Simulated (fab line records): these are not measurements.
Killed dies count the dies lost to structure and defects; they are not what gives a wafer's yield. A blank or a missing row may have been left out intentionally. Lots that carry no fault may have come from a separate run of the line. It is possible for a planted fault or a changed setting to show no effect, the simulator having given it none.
Matching of chambers | flow nand-harc | ald-hk-04 running NHARC_A_CHANNEL_FILL_D1_ALD_14: 4 sister chambers
The step deposits SiO2, target thk 2.5 nm, pulse time 10 s, ald cycles 25. 8 wafers are shown with their chamber, then 12 later ones without.

WAFERS PAIRED WITH THEIR CHAMBERS
wafer  | chamber | heater-power-w (W) | precursor-pulse-height-rel
L083.1 | 0       | 408                | 0.998
L083.2 | 3       | 454                | 0.992
L083.6 | 0       | 399                | 1.009
L084.3 | 2       | 474                | 0.999
L084.4 | 3       | 450                | 0.979
L085.2 | 1       | 424                | 0.997
L085.4 | 2       | 473                | 0.995
L085.6 | 1       | 431                | 1.014

WAFERS MISSING THEIR CHAMBER
wafer  | heater-power-w (W) | precursor-pulse-height-rel
L086.3 | 469                | 0.979
L086.4 | 406                | 0.969
L086.6 | 460                | 0.977
L091.3 | 469                | 0.969
L091.5 | 450                | 0.985
L091.6 | 409                | 0.995
L092.1 | 414                | 1.031
L092.2 | 471                | 1.008
L092.5 | 466                | 0.969
L094.1 | 420                | 0.982
L094.2 | 462                | 1.008
L094.5 | 467                | 1.006

CHAMBER TAKEN BY EACH
wafer  | from the rows above     | in truth
L086.3 | can't be placed: 2 or 3 | 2
L086.4 | 0                       | 0
L086.6 | can't be placed: 3 or 2 | 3
L091.3 | can't be placed: 2 or 3 | 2
L091.5 | 3                       | 3
L091.6 | 0                       | 0
L092.1 | can't be placed: 0 or 1 | 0
L092.2 | 2                       | 2
L092.5 | can't be placed: 2 or 3 | 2
L094.1 | can't be placed: 1 or 0 | 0
L094.2 | can't be placed: 2 or 3 | 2
L094.5 | 2                       | 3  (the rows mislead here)
Placed correctly: 4 of 12. From these rows, 7 cannot be placed; in 7 the true chamber is one of the candidates. Wrongly placed: 1.
How it was worked out, from the rows above alone: a wafer's distance from a chamber is the root of the sum, over the readings, of the square of ((its reading less the chamber's mean) divided by the reading's scatter). If the next closest chamber is less than 2 further off than the closest, the wafer can't be placed; otherwise it belongs to the closest. For every chamber, the mean is computed from those of its wafers that are shown. How the scatter is found: for the shown wafers, subtract from each reading the mean of its chamber, square and add these, divide the total by (wafers less chambers), then take the root.
